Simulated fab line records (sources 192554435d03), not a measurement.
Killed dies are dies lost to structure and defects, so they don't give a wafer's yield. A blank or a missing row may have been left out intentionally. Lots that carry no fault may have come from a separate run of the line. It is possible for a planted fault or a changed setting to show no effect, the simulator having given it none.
Chamber matching / flow n5 finfet / rie diel-01 running N5_BEOL_M0_SAQP_STRIP_86: 4 sister chambers
The step strips in N2/H2. 8 wafers are shown with their chamber, then 7 later ones without.

WAFERS PAIRED WITH THEIR CHAMBERS
wafer=L077.1; chamber=3; showerhead plenum p Torr (Torr)=3.27; drypump motor current A (A)=4.7
wafer=L090.4; chamber=1; showerhead plenum p Torr (Torr)=3.23; drypump motor current A (A)=5.8
wafer=L090.6; chamber=3; showerhead plenum p Torr (Torr)=3.26; drypump motor current A (A)=4.7
wafer=L092.1; chamber=1; showerhead plenum p Torr (Torr)=3.23; drypump motor current A (A)=5.8
wafer=L092.2; chamber=0; showerhead plenum p Torr (Torr)=3.49; drypump motor current A (A)=5.8
wafer=L092.3; chamber=2; showerhead plenum p Torr (Torr)=3.27; drypump motor current A (A)=5.0
wafer=L093.3; chamber=0; showerhead plenum p Torr (Torr)=3.49; drypump motor current A (A)=5.8
wafer=L093.4; chamber=2; showerhead plenum p Torr (Torr)=3.27; drypump motor current A (A)=4.9

WAFERS MISSING THEIR CHAMBER
wafer=L093.6; showerhead plenum p Torr (Torr)=3.26; drypump motor current A (A)=4.7
wafer=L094.1; showerhead plenum p Torr (Torr)=3.22; drypump motor current A (A)=5.8
wafer=L094.4; showerhead plenum p Torr (Torr)=3.27; drypump motor current A (A)=5.0
wafer=L094.6; showerhead plenum p Torr (Torr)=3.26; drypump motor current A (A)=4.7
wafer=L096.3; showerhead plenum p Torr (Torr)=3.26; drypump motor current A (A)=5.0
wafer=L096.4; showerhead plenum p Torr (Torr)=3.48; drypump motor current A (A)=5.8
wafer=L096.6; showerhead plenum p Torr (Torr)=3.25; drypump motor current A (A)=4.7

WHICH CHAMBER EACH WENT THROUGH
wafer=L093.6; from the rows above=3; in truth=3
wafer=L094.1; from the rows above=1; in truth=1
wafer=L094.4; from the rows above=2; in truth=2
wafer=L094.6; from the rows above=3; in truth=3
wafer=L096.3; from the rows above=2; in truth=2
wafer=L096.4; from the rows above=0; in truth=0
wafer=L096.6; from the rows above=3; in truth=3
7 of 7 placed correctly. Can't be placed from these rows: 0. Placed wrongly: 0.
How it was worked out, from the rows above alone: a wafer's distance from a chamber is the root of the sum, over the readings, of the square of ((its reading less the chamber's mean) divided by the reading's scatter). The wafer belongs to the nearest chamber; if the next one is less than 2 further off, it can't be placed. For every chamber, the mean is computed from those of its wafers that are shown. The scatter is the square root of a quotient: the sum, over the shown wafers, of each reading's squared deviation from its chamber's mean, divided by wafers minus chambers.
